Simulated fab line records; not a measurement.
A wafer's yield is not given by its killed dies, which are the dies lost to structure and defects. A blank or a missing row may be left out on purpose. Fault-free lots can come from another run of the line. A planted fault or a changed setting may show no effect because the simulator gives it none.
What tool caused it? -- flow n5 finfet -- Sampling: 10 lots, 30 wafers, 5 of 1938 route steps

WHAT THE GAUGES SHOWED, per wafer
N5_MOL_CONTACT_COAG_OVL_MEAS_85.
lot,measured,on,VG_OVL (nm)
L974,day 5 10:53,overlay-02,-1.1 0.5 0.2
L977,day 6 07:39,overlay-02,0.5 -0.6 -0.3
L979,day 6 21:11,overlay-01,-0.2 0.7 -0.2
L981,day 7 10:22,overlay-01,0.3 -0.4 1.0
L985,day 8 10:33,overlay-02,-0.7 -0.2 -0.1
L988,day 9 02:48,overlay-01,1.0 1.0 0.0
L990,day 9 13:07,overlay-02,-0.7 0.4 -0.5
L993,day 10 12:15,overlay-01,-0.7 0.7 0.3
L994,day 10 18:22,overlay-01,-0.3 -0.9 0.4
L995,day 11 01:56,overlay-01,-0.7 -1.1 -0.8

N5_BEOL_M4_RC_MEAS_101.
lot,measured,on,DIBL_N (mV/V),DIBL_P (mV/V),IOFF_N (nA/um),IOFF_P (nA/um),ION_N (uA/um),ION_P (uA/um),SS_N (mV/dec),SS_P (mV/dec),VT_N (mV),VT_P (mV)
L974,day 8 07:10,prober-01,37.2 37.2 37.5,38.0 37.4 38.2,0.170 0.169 0.181,0.25 0.24 0.24,663 668 666,456 462 459,71.9 71.2 71.9,73.8 73.4 73.8,245.9 249.0 246.9,-246 -248 -248
L977,day 9 09:47,prober-01,37.5 39.0 37.6,38.4 39.6 38.6,0.198 0.209 0.190,0.24 0.26 0.24,678 679 682,458 460 469,72.5 72.6 71.7,74.3 74.2 73.8,247.3 246.0 248.4,-249 -252 -249
L979,day 9 17:22,prober-01,34.1 35.7 34.1,35.5 37.6 35.9,0.139 0.168 0.138,0.18 0.22 0.19,652 668 656,448 455 455,71.5 71.9 71.8,73.3 73.5 73.8,253.9 249.8 253.2,-253 -252 -254
L981,day 10 09:15,prober-01,36.0 34.4 35.0,35.9 34.8 34.5,0.159 0.137 0.145,0.20 0.18 0.18,652 651 659,450 451 446,72.2 70.9 71.7,73.1 72.5 73.3,250.4 252.9 254.1,-250 -254 -253
L985,day 11 15:20,prober-01,35.8 35.5 37.7,37.2 36.3 37.8,0.162 0.154 0.188,0.23 0.21 0.27,688 684 680,474 465 469,70.9 71.5 71.4,72.8 72.7 73.5,247.3 248.5 244.9,-246 -248 -244
L988,day 11 21:12,prober-02,37.7 35.0 35.7,35.9 33.7 33.7,0.174 0.124 0.138,0.21 0.17 0.17,663 661 653,451 455 448,72.5 71.4 71.8,73.4 73.3 72.7,252.2 254.1 252.6,-249 -250 -256
L990,day 11 22:14,prober-01,35.6 35.3 37.2,34.6 34.4 37.2,0.142 0.139 0.175,0.17 0.17 0.21,658 671 675,449 454 463,71.2 71.2 71.5,72.6 72.4 73.6,251.1 253.0 246.6,-254 -258 -252
L993,day 13 15:14,prober-02,35.1 36.0 35.1,34.8 35.2 35.0,0.137 0.146 0.142,0.19 0.20 0.20,665 666 662,460 455 456,70.9 71.1 70.9,73.0 72.9 72.6,250.8 251.1 248.0,-250 -250 -248
L994,day 13 12:08,prober-02,35.3 34.5 35.9,31.4 30.9 32.4,0.130 0.117 0.137,0.15 0.14 0.16,674 669 660,453 450 446,71.3 70.8 70.6,72.9 72.6 72.0,250.6 251.5 250.8,-258 -257 -255
L995,day 13 18:05,prober-01,37.4 40.3 36.6,35.5 38.7 33.9,0.158 0.217 0.146,0.23 0.30 0.22,674 691 656,466 465 458,71.0 72.4 71.6,73.2 73.9 72.1,249.3 245.3 254.2,-247 -242 -247

EACH LOT AND THE TOOL THAT RAN IT (in order: tool; ch and the chambers of the sampled wafers; start)
lot,N5_MOL_CONTACT_COAG_STRIP_98,N5_MOL_CONTACT_COAG_ALD_20,N5_MOL_CONTACT_COAG_COAT_76
L974,"rie diel-04 ch 1,2, day 5 01:55","ald metal-02 ch 2,3, day 5 02:42","litho track-01 ch 0, day 5 10:34"
L977,"rie diel-03 ch 3, day 5 22:44","ald metal-02 ch 0,2, day 5 23:28","litho track-01 ch 0, day 6 07:13"
L979,"rie diel-04 ch 0,1,3, day 6 11:36","ald metal-04 ch 0,1,3, day 6 12:17","litho track-01 ch 0, day 6 20:53"
L981,"rie diel-06 ch 1,2, day 7 01:51","ald metal-02 ch 1,2,3, day 7 03:19","litho track-01 ch 0, day 7 10:03"
L985,"rie diel-06 ch 0,2,3, day 8 00:14","ald metal-02 ch 0,1,3, day 8 01:46","litho track-04 ch 0, day 8 10:07"
L988,"rie diel-04 ch 0,1, day 8 15:31","ald metal-02 ch 1,2,3, day 8 17:25","litho track-03 ch 0, day 9 02:22"
L990,"rie diel-06 ch 0,1,3, day 9 04:14","ald metal-02 ch 0,1,3, day 9 05:26","litho track-04 ch 0, day 9 12:49"
L993,"rie diel-03 ch 0,2,3, day 10 02:01","ald metal-01 ch 0,1,3, day 10 02:39","litho track-04 ch 0, day 10 11:49"
L994,"rie diel-04 ch 1,2,3, day 10 09:18","ald metal-02 ch 0,2,3, day 10 09:56","litho track-03 ch 0, day 10 18:03"
L995,"rie diel-03 ch 0,1, day 10 15:55","ald metal-02 ch 0,1,2, day 10 16:38","litho track-01 ch 0, day 11 01:29"
- N5_MOL_CONTACT_COAG_STRIP_98: strips in N2/H2.
- N5_MOL_CONTACT_COAG_ALD_20: deposits TiN, target thk 1.5 nm, pulse time 1 s, purge time 3 s.
- N5_MOL_CONTACT_COAG_COAT_76: time 60 s, resist thk 10 nm.

WHAT THE TOOLS THEMSELVES READ (means of the sampled wafers that have a number; where no wafer has one, the mark that the record gives instead)
N5_MOL_CONTACT_COAG_STRIP_98.
lot,tool,drypump motor current A (A),oes product au (a.u.),rf vpp V (V),showerhead plenum p Torr (Torr),throttle valve pct (%)
L974,rie diel-04,5.7,0.75,53.7,3.45,18.8
L977,rie diel-03,5.7,0.68,53.7,3.46,19.8
L979,rie diel-04,5.6,0.81,56.0,3.48,18.8
L981,rie diel-06,5.1,0.81,54.5,3.26,19.2
L985,rie diel-06,5.7,0.75,52.4,3.36,19.1
L988,rie diel-04,5.7,0.91,55.1,3.48,18.9
L990,rie diel-06,5.8,0.73,53.6,3.35,19.1
L993,rie diel-03,5.5,0.89,56.0,3.42,19.0
L994,rie diel-04,5.7,0.87,54.6,3.42,18.5
L995,rie diel-03,5.4,0.93,53.2,3.29,18.6

N5_MOL_CONTACT_COAG_ALD_20.
lot,tool,heater power w (W),precursor pulse height rel
L974,ald metal-02,836,0.991
L977,ald metal-02,920,0.989
L979,ald metal-04,906,0.999
L981,ald metal-02,866,1.003
L985,ald metal-02,903,1.007
L988,ald metal-02,846,1.009
L990,ald metal-02,900,0.982
L993,ald metal-01,768,1.003
L994,ald metal-02,882,0.989
L995,ald metal-02,883,0.990

N5_MOL_CONTACT_COAG_COAT_76.
lot,tool,dispense pressure kPa (kPa),heater power total W (W),spin speed rpm (rpm)
L974,litho track-01,53.0,427.6,1500.6
L977,litho track-01,53.0,428.1,1499.8
L979,litho track-01,53.0,427.8,1426.2
L981,litho track-01,53.0,429.8,1426.6
L985,litho track-04,51.4,429.8,1499.5
L988,litho track-03,49.8,428.6,1500.5
L990,litho track-04,51.4,428.4,1499.7
L993,litho track-04,51.4,428.5,1500.2
L994,litho track-03,49.8,427.3,1500.4
L995,litho track-01,53.0,425.7,1500.5

THE ANSWER, worked out from the rows above alone
Rule: the lots themselves supply what counts as usual. Put in order of their means at a reading, lots are off if they are a third of the lots or fewer, leave a main group of 4 or more, and stand apart from it by a gap of 3 or more times the standard deviation of the main group's means; of several such gaps the widest counts. A main group is skipped when, at the precision printed for the reading in the tables above, its means are all equal. Also off: a lot with no number at a reading for which 4 or more lots have one. All remaining lots with rows at the step are treated as sound. Order of review: gauges by route order, followed by the tools' own readings, for which a lot's mean as printed above is used. At the first step where some lot is off, the reading lying furthest off is the one used; lots without a number count as furthest.
Off at N5_MOL_CONTACT_COAG_COAT_76 (spin speed rpm): L979, L981. Mean 1500.2 rpm and standard deviation 0.4 in the main group.
A tool fits if, at that step or a process step before it, it ran every lot that is off, and no sound lot after the first of them. Not one of the candidates tried fits.

WHAT WAS PUT IN BY THE SIMULATOR
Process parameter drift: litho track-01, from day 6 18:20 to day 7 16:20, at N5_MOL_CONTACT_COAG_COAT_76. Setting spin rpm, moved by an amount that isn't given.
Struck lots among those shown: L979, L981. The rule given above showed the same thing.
